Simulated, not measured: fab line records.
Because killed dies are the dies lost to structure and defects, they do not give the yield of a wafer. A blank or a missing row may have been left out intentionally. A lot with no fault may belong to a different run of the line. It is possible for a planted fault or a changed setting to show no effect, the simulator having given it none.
fab line records | flow n5-finfet
[record] lots = 5 | wafers = 15 | last-day = 17
route steps=1938 shown BEOL_M13@1673
lots untouched by any fault: they come from a run of this same line in which no faults occurred
start-h: the number of hours between the record's first day and the start of the first shown wafer of the lot | wait-h: how many hours have passed since the lot's step before this one | " repeats the value in the row above | L1.1+2: several wafers, shown together as one row | - no value, or no start was given | * or withheld: withheld | < > ~ a bound
route shown NAME@n: a module of which the file shows steps, and the number in the route of the first | usual: mean/standard deviation of fault-free wafers | same: alike in all rows | chamber/n: place in a boat | sites: readings site by site | _std_site: the values' standard deviation | _edge_site: the outer-site mean with the inner-site mean subtracted | radius-mm: how far each site lies from the wafer's centre | mask NAME#n: copy n | behind: the last tool/chamber to shape the wafer | hold: why the lot was held/for how many hours/how that ended | device: whichever transistor did not switch (one of n, p or np) | end of line: the route-end tests of the same wafers | a step given without rows: its recipe and nothing more | killed: at the first sort, the dies lost to defects and structure; wafer yield is something else | map: the dies of a wafer, with x for killed, . for not killed, _ for no die there
set.NAME: the setting the step ran with; set.NAME@STEP: the setting that earlier step ran with | model.NAME: the simulator's own value behind a step, which no gauge read
a table for each step, a row for each wafer; lots at some steps of the route
services: from which hour (start-h, from the record's first day; less than 0 if before it) a tool's chamber was out of use, for how many hours, and why
[[steps]]
[step N5_BEOL_M13_ETCH_59]
[recipe] chemistry = N2/H2 | target = BARC | target-depth-a = 890 | overetch-a = 267 | time-s = 67.9 | ion-energy-ev = 200 | pressure-mtorr = 30 | source-w = 840 | bias-w = 150 | n2-flow-sccm = 200 | h2-flow-sccm = 200
[step N5_BEOL_M13_VIA_ETCH_16]
[recipe] chemistry = C4F8/O2/Ar | target = SiOC | pressure-mtorr = 30 | source-w = 3000 | bias-w = 700 | Ar_flow_sccm = 400 | C4F8_flow_sccm = 15 | O2_flow_sccm = 8 | he-inner-torr = 15 | he-outer-torr = 30 | target-depth-a = 9217 | time-s = withheld | ion-energy-ev = 250 | ends = cleared
[step N5_BEOL_M13_STRIP_63]
[recipe] chemistry = N2/H2 | power-w = 1000 | temp-c = 250 | h2-frac = 0.65 | overash-fraction = 0.3 | pressure-mtorr = 1000 | n2-flow-sccm = 1750 | h2-flow-sccm = 3250
[step N5_BEOL_M13_STRIP_64]
[recipe] chemistry = N2/H2 | power-w = 1000 | temp-c = 250 | h2-frac = 0.65 | overash-fraction = 0.3 | pressure-mtorr = withheld | n2-flow-sccm = 1750 | h2-flow-sccm = 3250
[step N5_BEOL_M13_STRIP_71]
[recipe] chemistry = post-etch-residue-remover | time-s = 60 | temp-c = 25 | remover-ph = withheld | remover-water-wt-pct = withheld | remover-fluoride-wt-pct = withheld
[step N5_BEOL_M13_SRD_72]
[recipe] time-s = 30 | temp-c = 23 | rinse-liquid = diw | dry = n2-spin | spin-rpm = 1500 | dry-time-s = 30
[step N5_BEOL_M13_COAT_65]
[recipe] resist = SOC | temp-c = 250 | time-s = 60 | spin-rpm = 1500 | resist-thk-nm = 350
[step N5_BEOL_M13_COAT_66]
[recipe] resist = SiARC | temp-c = 220 | time-s = 60 | spin-rpm = 1500 | resist-thk-nm = 110
[step N5_BEOL_M13_COAT_22]
[recipe] spin-rpm = 2888 | resist-thk-nm = 300
[step N5_BEOL_M13_EBR_24]
[recipe] solvent = PGMEA | ebr-width-mm = 1.5
[step N5_BEOL_M13_SOFTBAKE_23]
[recipe] temp-c = 130 | time-s = 60
[step N5_BEOL_M13_EXPOSE_25]
[recipe] mask-id = M13 | na = 0.93 | source-shape = conventional | sigma-outer = 0.4 | polarization = unpolarized | target-cd-nm = 210 | dose-mj = 22
[usual] exposure-dose-mJ-cm2 = 21.978/0.021 | stage-vel-mm-s = 500.01/0.26
lot.wafer | tool           | chamber | start-h | wait-h | mask  | exposure-dose-mJ-cm2 | stage-vel-mm-s
L781.1    | krf-scanner-01 | 0       | 257.68  | -      | M13#0 | 21.959               | 500.31
L781.2    | "              | 0       | "       | "      | M13#0 | 21.951               | 499.88
L781.3    | "              | 0       | "       | "      | M13#0 | 21.982               | 500.03
L786.1    | krf-scanner-01 | 0       | 288.41  | -      | M13#0 | 22.999               | 499.67
L786.4    | "              | 0       | "       | "      | M13#0 | 22.970               | 499.78
L786.5    | "              | 0       | "       | "      | M13#0 | 22.975               | 499.82
L788.1    | krf-scanner-01 | 0       | 308.81  | -      | M13#0 | 22.760               | 500.23
L788.3    | "              | 0       | "       | "      | M13#0 | 22.760               | 500.16
L788.6    | "              | 0       | "       | "      | M13#0 | 22.743               | 499.54
L791.4    | krf-scanner-01 | 0       | 326.35  | -      | M13#0 | 22.634               | 500.39
L791.5    | "              | 0       | "       | "      | M13#0 | 22.624               | 500.61
L791.6    | "              | 0       | "       | "      | M13#0 | 22.639               | 499.99
L800.4    | krf-scanner-02 | 0       | 379.90  | -      | M13#0 | 22.009               | 499.86
L800.5    | "              | 0       | "       | "      | M13#0 | 21.992               | 499.80
L800.6    | "              | 0       | "       | "      | M13#0 | 21.988               | 500.12
[step N5_BEOL_M13_PEB_26]
[recipe] peb-temp-c = 130 | peb-time-s = 90
[step N5_BEOL_M13_DEVELOP_27]
[recipe] develop-time-s = 45 | rinse-liquid = diw | dry = air-spin | dev-temp-c = 21
[step N5_BEOL_M13_HARDBAKE_32]
[recipe] temp-c = 130 | time-s = 120
[step N5_BEOL_M13_CD_MEAS_28]
[recipe] target-cd-nm = 209.5 | landing-energy-ev = 500 | detector = se-inlens
[usual] cd-nm = 209.3/0.92
lot.wafer | tool      | chamber | start-h | wait-h | cd-nm
L781.1    | cd-sem-02 | 0       | 257.85  | -      | 210.6
L781.2    | "         | 0       | "       | "      | 209.8
L781.3    | "         | 0       | "       | "      | 209.0
L786.1    | cd-sem-01 | 0       | 288.58  | -      | 213.7
L786.4    | "         | 0       | "       | "      | 214.2
L786.5    | "         | 0       | "       | "      | 214.0
L788.1    | cd-sem-02 | 0       | 308.98  | -      | 214.0
L788.3    | "         | 0       | "       | "      | 215.0
L788.6    | "         | 0       | "       | "      | 215.4
L791.4    | cd-sem-01 | 0       | 326.51  | -      | 211.8
L791.5    | "         | 0       | "       | "      | 212.1
L791.6    | "         | 0       | "       | "      | 211.5
L800.4    | cd-sem-01 | 0       | 380.06  | -      | 209.5
L800.5    | "         | 0       | "       | "      | 210.0
L800.6    | "         | 0       | "       | "      | 209.4
[step N5_BEOL_M13_DESCUM_33]
[recipe] chemistry = O2 | time-s = 7.9 | source-power-w = 50 | bias-power-w = 20 | pressure-mtorr = 20 | rf-frequency-hz = 2.712e+07 | temp-c = 40 | o2-flow-sccm = 225
[usual] drypump-motor-current-A = 5.5/0.39 | oes-product-au = 0.80/0.082 | rf-vpp-V = 243.1/1.2 | showerhead-plenum-p-Torr = 2.09/0.055 | throttle-valve-pct = 20.41/0.19
lot.wafer | tool        | chamber | start-h | wait-h | drypump-motor-current-A | oes-product-au | rf-hours-counter-h | rf-vpp-V | showerhead-plenum-p-Torr | throttle-valve-pct | model.BEOL_M13.cd-nm
L781.1    | rie-diel-03 | 3       | 257.94  | 0.0    | 5.4                     | 0.74           | 166                | 244.0    | 2.07                     | 20.65              | 210.8
L781.2    | "           | 2       | "       | "      | 5.8                     | 0.69           | 207                | 244.5    | 2.15                     | 20.18              | 210
L781.3    | "           | 0       | "       | "      | 6.2                     | 0.88           | 29                 | 240.5    | 2.05                     | 20.17              | 209.2
L786.1    | rie-diel-06 | 3       | 288.82  | 0.2    | 5.2                     | 0.93           | 26                 | 243.1    | 2.05                     | 20.41              | 213.8
L786.4    | "           | 2       | "       | "      | 5.8                     | 0.76           | 137                | 243.3    | 2.10                     | 20.55              | 214
L786.5    | "           | 3       | "       | "      | 5.1                     | 0.94           | -                  | 243.1    | 2.05                     | 20.41              | 214.2
L788.1    | rie-diel-06 | 2       | 309.07  | 0.0    | 5.9                     | 0.76           | 144                | 242.3    | 2.10                     | 20.55              | 214
L788.3    | "           | 0       | "       | "      | 5.4                     | 0.70           | 241                | 242.4    | 2.06                     | 20.71              | 214.8
L788.6    | "           | 2       | "       | "      | 5.9                     | 0.75           | -                  | 242.9    | 2.10                     | 20.56              | 215.2
L791.4    | rie-diel-06 | 3       | 326.59  | 0.0    | 5.1                     | 0.90           | 39                 | 242.8    | 2.04                     | 20.42              | 211.6
L791.5    | "           | 2       | "       | "      | 5.8                     | 0.73           | -                  | 242.6    | 2.10                     | 20.58              | 212.2
L791.6    | "           | 3       | "       | "      | 5.1                     | 0.90           | -                  | 242.0    | 2.04                     | 20.43              | 211.8
L800.4    | rie-diel-06 | 0       | 380.36  | 0.3    | 5.4                     | 0.96           | 8                  | 242.6    | 2.06                     | 20.37              | 209
L800.5    | "           | 2       | "       | "      | 5.8                     | 0.73           | -                  | 242.1    | 2.09                     | 20.60              | 210
L800.6    | "           | 1       | "       | "      | 5.7                     | 0.84           | -                  | 245.0    | 2.21                     | 20.31              | 209.2
[step N5_BEOL_M13_ETCH_67]
[recipe] chemistry = CF4 | target = SiARC | target-depth-a = 1430 | time-s = 238.3 | ion-energy-ev = 80 | pressure-mtorr = 40 | source-w = 545 | bias-w = 36 | Ar_flow_sccm = 100 | cf4-flow-sccm = 100 | ends = cleared
[step N5_BEOL_M13_ETCH_68]
[recipe] chemistry = N2/H2 | target = SOC | mask-material = SiARC | source-w = 3000 | bias-w = 350 | temp-c = 40 | time-s = 355 | ion-energy-ev = 200 | pressure-mtorr = 30 | n2-flow-sccm = 200 | h2-flow-sccm = 200
[step N5_BEOL_M13_STRIP_69]
[recipe] chemistry = N2/H2 | temp-c = 40 | n2-flow-sccm = 200 | h2-flow-sccm = 200 | rf-frequency-hz = 6e+07
[step N5_BEOL_M13_TRENCH_ETCH_34]
[recipe] chemistry = C4F8/O2/Ar | target = SiOC | target-depth-a = 4134.7 | mask-material = SOC | pressure-mtorr = 30 | source-w = 3000 | bias-w = 700 | Ar_flow_sccm = 400 | C4F8_flow_sccm = 15 | O2_flow_sccm = 8 | he-inner-torr = 15 | he-outer-torr = 30 | time-s = 162.6 | ion-energy-ev = 250
[step N5_BEOL_M13_STRIP_70]
[recipe] chemistry = C4F8/O2/Ar | resist = SiARC | rf-frequency-hz = 6e+07
[step N5_BEOL_M13_STRIP_37]
[recipe] chemistry = N2/H2 | power-w = 1000 | temp-c = 250 | h2-frac = 0.65 | overash-fraction = 0.3 | pressure-mtorr = withheld | n2-flow-sccm = 1750 | h2-flow-sccm = 3250
[step N5_BEOL_M13_ETCH_38]
[recipe] chemistry = CF4/N2 | target = SiCN | target-depth-a = 675 | taper-deg = 2 | time-s = 71.9 | ion-energy-ev = 150 | mask-material = SiO2 | pressure-mtorr = 40 | source-w = 430 | bias-w = 70 | Ar_flow_sccm = 100 | cf4-flow-sccm = 60 | n2-flow-sccm = 60
[usual] drypump-motor-current-A = 5.5/0.36 | oes-product-au = 0.80/0.087 | rf-vpp-V = 382.3/1.8 | showerhead-plenum-p-Torr = 2.21/0.06 | throttle-valve-pct = 15.44/0.21
lot.wafer | tool        | chamber | start-h | wait-h | drypump-motor-current-A | oes-product-au | rf-hours-counter-h | rf-vpp-V | showerhead-plenum-p-Torr | throttle-valve-pct | model.BEOL_M13.cd-nm
L781.1    | rie-diel-06 | 0       | 261.12  | -      | 5.4                     | 0.71           | 225                | 382.1    | 2.18                     | 15.72              | 210.6
L781.2    | "           | 3       | "       | "      | 5.2                     | 0.94           | 19                 | 379.9    | 2.16                     | 15.32              | 209
L781.3    | "           | 1       | "       | "      | 5.7                     | 0.90           | 25                 | 386.2    | 2.34                     | 15.23              | 208.2
L786.1    | rie-diel-06 | 3       | 292.35  | -      | 5.2                     | 0.91           | 28                 | 381.4    | 2.16                     | 15.35              | 214.8
L786.4    | "           | 0       | "       | "      | 5.4                     | 0.70           | 235                | 381.1    | 2.18                     | 15.75              | 214.2
L786.5    | "           | 2       | "       | "      | 5.8                     | 0.76           | -                  | 382.7    | 2.21                     | 15.57              | 215.2
L788.1    | rie-diel-06 | 2       | 310.59  | -      | 5.8                     | 0.75           | 145                | 382.5    | 2.21                     | 15.59              | 215.6
L788.3    | "           | 3       | "       | "      | 5.1                     | 0.91           | 34                 | 380.9    | 2.15                     | 15.36              | 214.6
L788.6    | "           | 0       | "       | "      | 5.4                     | 0.69           | -                  | 381.4    | 2.18                     | 15.77              | 216.2
L791.4    | rie-diel-03 | 1       | 328.05  | -      | 5.1                     | 0.78           | 123                | 382.1    | 2.21                     | 15.30              | 211.8
L791.5    | "           | 0       | "       | "      | 6.2                     | 0.85           | -                  | 380.2    | 2.15                     | 15.15              | 211
L791.6    | "           | 1       | "       | "      | 5.1                     | 0.78           | -                  | 382.4    | 2.21                     | 15.30              | 211.8
L800.4    | rie-diel-06 | 2       | 381.66  | -      | 5.8                     | 0.73           | 166                | 383.6    | 2.20                     | 15.62              | 209
L800.5    | "           | 3       | "       | "      | 5.2                     | 0.86           | -                  | 380.6    | 2.14                     | 15.39              | 209.8
L800.6    | "           | 0       | "       | "      | 5.4                     | 0.95           | -                  | 380.3    | 2.17                     | 15.30              | 209.4
[step N5_BEOL_M13_PRECLEAN_39]
[recipe] chemistry = residue-remover | time-s = 60 | temp-c = 40
[[services]]
tool           | chamber | start-h | hours | kind
rie-diel-06    | 0       | 235.18  | 4.9   | repair
krf-scanner-02 | -       | 239.64  | 0.6   | repair
krf-scanner-02 | -       | 261.91  | 0.8   | pm
rie-diel-03    | 0       | 268.47  | 1.5   | repair
krf-scanner-01 | 0       | 273.66  | -     | calibration
krf-scanner-01 | -       | 292.83  | 1.0   | pm
krf-scanner-01 | -       | 296.84  | 4.5   | repair
krf-scanner-01 | -       | 307.10  | 0.8   | pm
krf-scanner-02 | -       | 315.73  | 1.3   | pm
krf-scanner-02 | 0       | 325.79  | -     | calibration
krf-scanner-02 | -       | 328.61  | 1.0   | pm
rie-diel-06    | 2       | 329.05  | 5.4   | repair
krf-scanner-01 | -       | 329.61  | 1.3   | pm
rie-diel-06    | 0       | 337.33  | -     | clean
rie-diel-06    | 0       | 337.33  | -     | consumable-replace:focus-ring
rie-diel-06    | 0       | 337.33  | 17.5  | scheduled-down
rie-diel-06    | 0       | 337.33  | 17.5  | vent-cycle
krf-scanner-01 | -       | 346.28  | 4.4   | pm
[[key]]
[first-sign] step = N5_BEOL_M13_EXPOSE_25 | reading = exposure-dose-mJ-cm2 | direction = up | sigmas = 39 | usual = 21.978 | struck = 22.790
[effect] step = N5_BEOL_M13_CD_MEAS_28 | reading = cd-nm | direction = up | sigmas = 4.6 | usual = 209.3 | struck = 213.5 | through = control-loop
[model-effect] step = N5_BEOL_M13_DESCUM_33 | value = BEOL_M13.cd-nm | without = 209.8 | struck = 213.5
[model-effect] step = N5_BEOL_M13_ETCH_38 | value = BEOL_M13.cd-nm | without = 210.2 | struck = 213.9
met-at N5_BEOL_M13_EXPOSE_25
struck-wafers L786.1,L786.4,L786.5,L788.1,L788.3,L788.6,L791.4,L791.5,L791.6
[loop-trim] step = N5_BEOL_M13_EXPOSE_25 | setting = dose | lots = L788,L791
onset-between 257.68 288.41
[fault] kind = process-parameter-drift | tool = krf-scanner-01 | chamber = - | onset-h = 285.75 | steps = N5_BEOL_M13_EXPOSE_25 | channel = dose-mj | offset = 0.98563 | shape = step | acts-in = these-recipes-only | stated = 22
// loop-trim: a control loop set the setting to another value than it would have without faults
